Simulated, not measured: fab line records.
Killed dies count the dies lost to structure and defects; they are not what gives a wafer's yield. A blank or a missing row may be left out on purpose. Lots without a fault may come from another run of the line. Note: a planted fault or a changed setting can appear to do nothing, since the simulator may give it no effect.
Matching of chambers | flow n5_finfet | 4 sister chambers for N5_SDB_CUT_ETCH_26 on rie_si-03
The step etches Si in HBr/Cl2/O2, target depth 129.6 nm, bt time 20 s, time 51.8 s. 8 wafers are shown with their chamber, then 8 later ones without.

## WAFERS PAIRED WITH THEIR CHAMBERS
wafer  | chamber | throttle_valve_pct (%) | drypump_motor_current_A (A)
L076.6 | 3       | 37.0                   | 6.3
L080.3 | 0       | 37.0                   | 5.4
L080.6 | 3       | 37.0                   | 6.3
L086.4 | 0       | 36.9                   | 5.5
L087.4 | 2       | 37.6                   | 6.4
L087.5 | 2       | 37.6                   | 6.4
L087.6 | 1       | 37.3                   | 6.0
L093.1 | 1       | 37.3                   | 6.0

## WAFERS MISSING THEIR CHAMBER
wafer  | throttle_valve_pct (%) | drypump_motor_current_A (A)
L093.3 | 36.9                   | 5.4
L093.4 | 37.6                   | 6.4
L095.2 | 36.9                   | 5.4
L095.3 | 37.3                   | 6.0
L095.5 | 36.9                   | 5.4
L097.3 | 37.0                   | 6.3
L097.4 | 37.3                   | 6.0
L097.6 | 36.9                   | 5.4

## WHICH CHAMBER EACH WENT THROUGH
wafer  | from the rows above | in truth
L093.3 | 0                   | 0
L093.4 | 2                   | 2
L095.2 | 0                   | 0
L095.3 | 1                   | 1
L095.5 | 0                   | 0
L097.3 | 3                   | 3
L097.4 | 1                   | 1
L097.6 | 0                   | 0
Placed correctly: 8 of 8. Can't be placed from these rows: 0. Wrongly placed: 0.
How it was worked out, from the rows above alone: a wafer's distance from a chamber is the root of the sum, over the readings, of the square of ((its reading less the chamber's mean) divided by the reading's scatter). The wafer belongs to the nearest chamber; if the next one is less than 2 further off, it can't be placed. For every chamber, the mean is computed from those of its wafers that are shown. The scatter: take each reading less its chamber's mean, square it, sum over the shown wafers, divide by the number of wafers less the number of chambers, and take the root.
